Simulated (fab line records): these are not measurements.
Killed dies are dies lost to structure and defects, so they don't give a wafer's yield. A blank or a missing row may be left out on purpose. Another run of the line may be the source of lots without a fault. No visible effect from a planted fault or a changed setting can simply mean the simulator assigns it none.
Commonality check across tools :: flow nand-harc :: 11 lots, 32 wafers sampled

REASON FOR OPENING
Flagged at NHARC_P_BONDPAD_CD_MEAS_09: reading cd-nm, on 1 of 11 lots. No-fault wafers: 499.6 nm, standard deviation 2.5.
Rule: a lot is flagged in two cases, either no wafer of it has a number, or all its wafers with numbers fall more than 4 standard deviations from that mean. The rest of the lots are taken to be sound.

lot: L641
measured: day 6 09:31
on: cd-sem-01
cd-nm (nm), wafer by wafer: 496.6 497.6 501.1
flag: 

lot: L643
measured: day 6 19:13
on: cd-sem-03
cd-nm (nm), wafer by wafer: 497.4 499.9 497.7
flag: 

lot: L644
measured: day 7 10:47
on: cd-sem-02
cd-nm (nm), wafer by wafer: 501.1 497.9 499.4
flag: 

lot: L646
measured: day 7 17:24
on: cd-sem-03
cd-nm (nm), wafer by wafer: 497.8 502.2 498.1
flag: 

lot: L647
measured: day 8 00:34
on: cd-sem-02
cd-nm (nm), wafer by wafer: 498.7 502.4 495.5
flag: 

lot: L649
measured: day 8 05:31
on: cd-sem-01
cd-nm (nm), wafer by wafer: 499.8 498.2 503.9
flag: 

lot: L652
measured: day 9 12:25
on: cd-sem-03
cd-nm (nm), wafer by wafer: 510.6 513.7
flag: FLAGGED

lot: L655
measured: day 10 03:59
on: cd-sem-01
cd-nm (nm), wafer by wafer: 502.6 496.8 500.4
flag: 

lot: L656
measured: day 10 04:24
on: cd-sem-02
cd-nm (nm), wafer by wafer: 504.2 495.8 499.9
flag: 

lot: L658
measured: day 10 21:58
on: cd-sem-03
cd-nm (nm), wafer by wafer: 502.1 503.1 496.5
flag: 

lot: L664
measured: day 12 04:22
on: cd-sem-03
cd-nm (nm), wafer by wafer: 498.0 496.5 496.1
flag: 
The mean of the flagged lots' numbers is 512.2 nm, +12.6 nm from the usual (+5 standard deviations).

EACH LOT AND THE TOOL IT RAN ON
Before the reading, the record contains 2 process steps out of a 1159-step route. Cell contents, in order: the tool; ch with the chambers the sampled wafers went through; the start.
lot: L641
flag: 
NHARC_P_BONDPAD_DEP_00: pecvd-01 ch 0,1,2, day 6 09:22 or earlier
NHARC_P_BONDPAD_EXPOSE_06: krf-scanner-03 ch 0, day 6 09:22

lot: L643
flag: 
NHARC_P_BONDPAD_DEP_00: pecvd-04 ch 1,2, day 6 17:51
NHARC_P_BONDPAD_EXPOSE_06: krf-scanner-02 ch 0, day 6 19:04

lot: L644
flag: 
NHARC_P_BONDPAD_DEP_00: pecvd-04 ch 0,2, day 7 09:33
NHARC_P_BONDPAD_EXPOSE_06: krf-scanner-01 ch 0, day 7 10:38

lot: L646
flag: 
NHARC_P_BONDPAD_DEP_00: pecvd-01 ch 1,2, day 7 16:11
NHARC_P_BONDPAD_EXPOSE_06: krf-scanner-02 ch 0, day 7 17:15

lot: L647
flag: 
NHARC_P_BONDPAD_DEP_00: pecvd-01 ch 0,1,2, day 7 23:23
NHARC_P_BONDPAD_EXPOSE_06: krf-scanner-01 ch 0, day 8 00:25

lot: L649
flag: 
NHARC_P_BONDPAD_DEP_00: pecvd-04 ch 0,1, day 8 04:23
NHARC_P_BONDPAD_EXPOSE_06: krf-scanner-03 ch 0, day 8 05:23

lot: L652
flag: FLAGGED
NHARC_P_BONDPAD_DEP_00: pecvd-01 ch 1,2, day 9 11:23
NHARC_P_BONDPAD_EXPOSE_06: krf-scanner-03 ch 0, day 9 12:16

lot: L655
flag: 
NHARC_P_BONDPAD_DEP_00: pecvd-03 ch 0,1, day 10 02:56
NHARC_P_BONDPAD_EXPOSE_06: krf-scanner-02 ch 0, day 10 03:50

lot: L656
flag: 
NHARC_P_BONDPAD_DEP_00: pecvd-01 ch 0,1,2, day 10 04:15 or earlier
NHARC_P_BONDPAD_EXPOSE_06: krf-scanner-02 ch 0, day 10 04:15

lot: L658
flag: 
NHARC_P_BONDPAD_DEP_00: pecvd-04 ch 0,1,2, day 10 18:01
NHARC_P_BONDPAD_EXPOSE_06: krf-scanner-02 ch 0, day 10 21:49

lot: L664
flag: 
NHARC_P_BONDPAD_DEP_00: pecvd-04 ch 1,2, day 12 04:13 or earlier
NHARC_P_BONDPAD_EXPOSE_06: krf-scanner-01 ch 0, day 12 04:13
What the steps here do:
- NHARC_P_BONDPAD_DEP_00: deposits SiCN, target thk 250 nm.
- NHARC_P_BONDPAD_EXPOSE_06: exposes mask P BPAD.
- NHARC_P_BONDPAD_CD_MEAS_09: target cd 500 nm.

FLAGGED AGAINST TOTAL, ONE TOOL AT A TIME (gauges that did the reading follow at the end)
step: NHARC_P_BONDPAD_DEP_00
tool: pecvd-01
lots run: 5
flagged: 1
share of the flagged lots: all
sound lots run after its first flagged lot: 1 (L656)

step: NHARC_P_BONDPAD_DEP_00
tool: pecvd-03
lots run: 1
flagged: 0
share of the flagged lots: none
sound lots run after its first flagged lot: -

step: NHARC_P_BONDPAD_DEP_00
tool: pecvd-04
lots run: 5
flagged: 0
share of the flagged lots: none
sound lots run after its first flagged lot: -

step: NHARC_P_BONDPAD_EXPOSE_06
tool: krf-scanner-01
lots run: 3
flagged: 0
share of the flagged lots: none
sound lots run after its first flagged lot: -

step: NHARC_P_BONDPAD_EXPOSE_06
tool: krf-scanner-02
lots run: 5
flagged: 0
share of the flagged lots: none
sound lots run after its first flagged lot: -

step: NHARC_P_BONDPAD_EXPOSE_06
tool: krf-scanner-03
lots run: 3
flagged: 1
share of the flagged lots: all
sound lots run after its first flagged lot: 0

step: NHARC_P_BONDPAD_CD_MEAS_09
tool: cd-sem-01
lots run: 3
flagged: 0
share of the flagged lots: none
sound lots run after its first flagged lot: -

step: NHARC_P_BONDPAD_CD_MEAS_09
tool: cd-sem-02
lots run: 3
flagged: 0
share of the flagged lots: none
sound lots run after its first flagged lot: -

step: NHARC_P_BONDPAD_CD_MEAS_09
tool: cd-sem-03
lots run: 5
flagged: 1
share of the flagged lots: all
sound lots run after its first flagged lot: 2 (L658,L664)
NHARC_P_BONDPAD_DEP_00: start missing for some lots; hours and lot order therefore follow NHARC_P_BONDPAD_EXPOSE_06.

WHAT THE TABLE ALLOWS
Every flagged lot was run by 3 rows of the table: pecvd-01 at NHARC_P_BONDPAD_DEP_00, krf-scanner-03 at NHARC_P_BONDPAD_EXPOSE_06 and cd-sem-03 at NHARC_P_BONDPAD_CD_MEAS_09.
- pecvd-01 at NHARC_P_BONDPAD_DEP_00: 1 of its 5 lots flagged. Sound lots followed the first flagged one (L656) on it, something a lasting fault affecting the whole tool could not allow.
- krf-scanner-03 at NHARC_P_BONDPAD_EXPOSE_06: 1 of its 3 lots flagged. A fault beginning between L649 (day 8 05:23), its last sound lot, and L652 (day 9 12:16), its first flagged one, fits the data. Its own readings (exposure-dose-mJ-cm2) fall more than 4 standard deviations out on all wafers of the flagged lots.
- cd-sem-03 at NHARC_P_BONDPAD_CD_MEAS_09: 1 of its 5 lots flagged. Sound lots followed the first flagged one (L658, L664) on it, something a lasting fault affecting the whole tool could not allow.
krf-scanner-03 at NHARC_P_BONDPAD_EXPOSE_06 is the single tool remaining.

WHAT HAD BEEN PUT IN BY THE SIMULATOR
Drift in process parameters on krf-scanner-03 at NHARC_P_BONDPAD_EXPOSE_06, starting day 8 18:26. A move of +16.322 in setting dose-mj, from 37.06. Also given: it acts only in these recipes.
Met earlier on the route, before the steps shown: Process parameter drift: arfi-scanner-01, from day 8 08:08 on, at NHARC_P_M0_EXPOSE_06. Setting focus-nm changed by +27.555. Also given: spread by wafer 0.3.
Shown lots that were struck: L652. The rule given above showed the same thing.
